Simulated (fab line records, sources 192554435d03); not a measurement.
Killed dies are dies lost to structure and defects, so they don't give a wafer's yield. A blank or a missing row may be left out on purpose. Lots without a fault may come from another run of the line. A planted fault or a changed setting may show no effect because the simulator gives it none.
One fault seen from 3 desks | flow n5_finfet | each desk has only its own numbers; what lay behind them comes last

THE METROLOGY DESK
What the gauges read, lot by lot, whatever tool the lot ran on: means of the sampled wafers that have a number. A lot is out of limits, marked OUT, if its mean lies more than 4 standard deviations from the usual mean; the brackets give that distance. Of its 12 readings 7 are shown: those that lie furthest out on some lot.
Columns: A = DIBL_N at N5_BEOL_M4_RC_MEAS_101, usual 36.3 mV/V; B = IOFF_N at N5_BEOL_M4_RC_MEAS_101, usual 0.164 nA/um; C = IOFF_P at N5_BEOL_M4_RC_MEAS_101, usual 0.214 nA/um; D = ION_P at N5_BEOL_M4_RC_MEAS_101, usual 461 uA/um; E = SS_P at N5_BEOL_M4_RC_MEAS_101, usual 73.3 mV/dec; F = VT_N at N5_BEOL_M4_RC_MEAS_101, usual 249.4 mV; G = VT_P at N5_BEOL_M4_RC_MEAS_101, usual -250.0 mV
lot  | first seen here | A    | B     | C     | D   | E    | F     | G
L362 | day 6 09:34     | 35.7 | 0.158 | 0.190 | 458 | 73.1 | 249.5 | -251.6
L364 | day 6 20:50     | 37.1 | 0.175 | 0.258 | 473 | 73.8 | 246.0 | -244.4
L365 | day 7 02:58     | 35.1 | 0.130 | 0.201 | 463 | 72.6 | 253.3 | -249.3
L366 | day 7 22:19     | 35.5 | 0.158 | 0.214 | 460 | 73.1 | 250.5 | -248.8
L370 | day 8 20:52     | 37.1 | 0.180 | 0.236 | 462 | 74.2 | 249.8 | -249.2
L376 | day 10 10:46    | 35.6 | 0.174 | 0.208 | 460 | 73.4 | 248.4 | -251.7
L377 | day 10 13:37    | 33.6 | 0.132 | 0.180 | 456 | 72.7 | 252.2 | -252.0
L379 | day 10 21:29    | 38.2 | 0.186 | 0.227 | 460 | 73.4 | 247.1 | -247.9
L381 | day 11 11:35    | 38.4 | 0.189 | 0.228 | 465 | 73.2 | 248.2 | -250.1
L382 | day 11 14:26    | 37.0 | 0.173 | 0.229 | 466 | 73.9 | 249.9 | -250.6
This desk's finding: nothing out of limits on any of the 10 lots.

THE DEFECT DESK
What the inspections along the route counted, lot by lot: means of the sampled wafers that have a number. A lot is out of limits, marked OUT, if its mean lies more than 4 standard deviations from the usual mean; the brackets give that distance.
Columns: A = raw_defect_count at N5_BEOL_M0_CUTY_INSPECT_59, usual 2.1
lot  | first seen here | A
L362 | day 6 11:21     | 2.0
L364 | day 6 22:53     | 2.0
L365 | day 7 04:48     | 0.3
L366 | day 8 02:20     | 1.3
L370 | day 8 23:02     | 0.7
L376 | day 10 15:25    | 5.0
L377 | day 10 15:26    | 3.3
L379 | day 11 00:05    | 2.7
L381 | day 11 13:33    | 2.0
L382 | day 11 16:13    | 1.3
This desk's finding: nothing out of limits on any of the 10 lots.

THE TOOL OWNER'S DESK: ald_sin-02
The tool's own readings at N5_BEOL_M0_SAQP_ALD_48 (deposits SiO2, target thk 20 nm, pulse time 1 s, co reactant pulse time 1 s): means of the sampled wafers that have a number, for each lot that ran on this tool. A lot is out of limits, marked OUT, if its mean lies more than 4 standard deviations from the usual mean; the brackets give that distance.
Columns: A = heater_power_w at N5_BEOL_M0_SAQP_ALD_48, usual 81 W; B = precursor_pulse_height_rel at N5_BEOL_M0_SAQP_ALD_48, usual 0.998; C = susceptor_temp_C at N5_BEOL_M0_SAQP_ALD_48, usual 100.00 C
lot  | first seen here | A  | B     | C
L364 | day 6 21:49     | 84 | 0.990 | 100.04
L365 | day 7 03:51     | 84 | 0.995 | 100.00
L366 | day 8 01:16     | 81 | 0.991 | 99.83
L376 | day 10 12:10    | 82 | 1.000 | 100.08
L377 | day 10 14:20    | 85 | 0.994 | 100.13
L379 | day 10 23:05    | 85 | 1.002 | 100.08
L381 | day 11 12:29    | 85 | 1.015 | 99.83
This desk's finding: nothing out of limits on any of the 7 lots.

PUT TOGETHER
The metrology desk saw nothing out of limits.
The defect desk saw nothing out of limits.
The tool owner's desk saw nothing out of limits.

WHAT THE SIMULATOR HAD PUT IN
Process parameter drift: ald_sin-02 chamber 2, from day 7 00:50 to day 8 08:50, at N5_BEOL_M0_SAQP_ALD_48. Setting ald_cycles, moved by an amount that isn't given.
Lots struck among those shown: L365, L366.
